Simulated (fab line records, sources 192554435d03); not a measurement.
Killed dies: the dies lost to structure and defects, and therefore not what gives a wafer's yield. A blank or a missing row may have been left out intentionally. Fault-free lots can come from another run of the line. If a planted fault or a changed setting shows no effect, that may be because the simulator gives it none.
Lot-split experiment | flow n5Finfet | 39 wafers read across 7 lots, on a route 1938 steps long

## THE SPLIT ITSELF
At N5_BEOL_M14_DEVELOP_27 (develop time 45 s), the setting developTimeS was moved away from the recipe's 45 s on 15 of the 39 wafers read, by -54.4% to +34.6%. This setting was run at the recipe's value on the other wafers.

## BETWEEN THE SPLIT AND THE READING: the file shows 1 step in between
- N5_BEOL_M14_HARDBAKE_32: time 120 s

## THE READING
cdNm (nm) at N5_BEOL_M14_CD_MEAS_28, where the cd target is 284.4 nm. Fault-free wafers of this fab line usually give 284.1 nm, standard deviation 1.2 nm.

wafer  | tool, chamber at the split | developTimeS as run, s | against the recipe | cdNm, nm | against lot-mates on the recipe
L076.1 | lithoTrack-05, 0           | 45                     | recipe             | 284.3    | -
L076.2 | lithoTrack-05, 0           | 45                     | recipe             | 283.7    | -
L076.3 | lithoTrack-05, 0           | 45                     | recipe             | 284.9    | -
L076.4 | lithoTrack-05, 0           | 45                     | recipe             | 284.3    | -
L076.5 | lithoTrack-05, 0           | 45                     | recipe             | 284.4    | -
L076.6 | lithoTrack-05, 0           | 45                     | recipe             | 284.1    | -
L079.2 | lithoTrack-05, 0           | 45                     | recipe             | 285.9    | -
L079.4 | lithoTrack-05, 0           | 45                     | recipe             | 285.0    | -
L079.6 | lithoTrack-05, 0           | 45                     | recipe             | 286.3    | -
L085.1 | lithoTrack-01, 0           | 25.78                  | -42.7%             | 278.9    | -3.6
L085.2 | lithoTrack-01, 0           | 45                     | recipe             | 283.3    | -
L085.3 | lithoTrack-01, 0           | 25.78                  | -42.7%             | 279.6    | -2.9
L085.4 | lithoTrack-01, 0           | 25.78                  | -42.7%             | 280.0    | -2.5
L085.5 | lithoTrack-01, 0           | 45                     | recipe             | 281.0    | -
L085.6 | lithoTrack-01, 0           | 45                     | recipe             | 283.1    | -
L089.1 | lithoTrack-01, 0           | 45                     | recipe             | 281.8    | -
L089.2 | lithoTrack-01, 0           | 55.13                  | +22.5%             | 284.5    | +1.6
L089.3 | lithoTrack-01, 0           | 55.13                  | +22.5%             | 284.2    | +1.3
L089.4 | lithoTrack-01, 0           | 55.13                  | +22.5%             | 285.4    | +2.5
L089.5 | lithoTrack-01, 0           | 45                     | recipe             | 284.1    | -
L089.6 | lithoTrack-01, 0           | 45                     | recipe             | 282.9    | -
L092.1 | lithoTrack-05, 0           | 34.84                  | -22.6%             | 282.4    | -2.8
L092.2 | lithoTrack-05, 0           | 45                     | recipe             | 285.4    | -
L092.3 | lithoTrack-05, 0           | 45                     | recipe             | 284.6    | -
L092.4 | lithoTrack-05, 0           | 34.84                  | -22.6%             | 282.6    | -2.6
L092.5 | lithoTrack-05, 0           | 45                     | recipe             | 285.7    | -
L092.6 | lithoTrack-05, 0           | 34.84                  | -22.6%             | 282.3    | -2.9
L094.1 | lithoTrack-01, 0           | 45                     | recipe             | 283.4    | -
L094.2 | lithoTrack-01, 0           | 45                     | recipe             | 282.7    | -
L094.3 | lithoTrack-01, 0           | 20.5                   | -54.4%             | 279.2    | -3.9
L094.4 | lithoTrack-01, 0           | 45                     | recipe             | 283.1    | -
L094.5 | lithoTrack-01, 0           | 20.5                   | -54.4%             | 276.8    | -6.3
L094.6 | lithoTrack-01, 0           | 20.5                   | -54.4%             | 278.9    | -4.2
L096.1 | lithoTrack-03, 0           | 60.59                  | +34.6%             | 284.4    | +2.3
L096.2 | lithoTrack-03, 0           | 60.59                  | +34.6%             | 285.5    | +3.4
L096.3 | lithoTrack-03, 0           | 60.59                  | +34.6%             | 283.2    | +1.1
L096.4 | lithoTrack-03, 0           | 45                     | recipe             | 282.7    | -
L096.5 | lithoTrack-03, 0           | 45                     | recipe             | 280.6    | -
L096.6 | lithoTrack-03, 0           | 45                     | recipe             | 282.9    | -

THE FIT
A straight line over all 39 wafers: cdNm changes by +0.0754 nm for each +1% of developTimeS; r = +0.78; the points scatter about the line by 1.4 nm.
The same after taking each lot's own level away (the mean of its wafers on the recipe; 39 wafers): +0.0802 nm for each +1%; r = +0.92; scatter 0.8 nm.
Per that fit: largest developTimeS move, reading shift of 4.4 nm.
Across the lots, their own levels run from 282.07 to 285.73 nm, a range of 3.1 times the standard deviation given above.
So the lot-to-lot level blurs the effect unless lot-mates are compared.
Check: for one of the wafers moved furthest among these (-54.4%), held out of the fit, the line's prediction against its lot-mates is -4.59 nm. Against them it came out at -3.87 nm.

## FURTHER SPLITS ON THESE WAFERS
Other splits were also applied to these wafers ahead of the reading. Each is held against what the fit with the lots' levels taken away leaves over:
other split on the same wafers | wafers away from the commonest value | r with cdNm (lot level and that fit taken away)
N5_BEOL_M0_SAQP_PECVD_04 timeS | 18                                   | +0.16
N5_BEOL_M1_PECVD_72 timeS      | 15                                   | +0.02
N5_BEOL_M7_ETCH_66 timeS       | 12                                   | -0.18
N5_BEOL_M9_ETCH_66 timeS       | 18                                   | -0.01
N5_BEOL_M11_ETCH_41 timeS      | 15                                   | +0.05

## THE WHOLE CHAIN: every reading that the file lists as answering this split, in the file's order
step                   | what it does             | reading                                                        | change (the file's fit)                | r (the file's)
N5_BEOL_M14_CD_MEAS_28 | target cd 284.4 nm       | cdNm                                                           | +0.0816 nm for each +1% of the setting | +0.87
N5_BEOL_M14_DESCUM_33  | chemistry O2, time 7.9 s | BEOL_M14.cdNm (the simulator's own value, which no gauge read) | +0.0816 nm for each +1% of the setting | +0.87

## FILE'S OWN FIT
cdNm changes by +0.0816 nm for each +1% of developTimeS, r = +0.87.
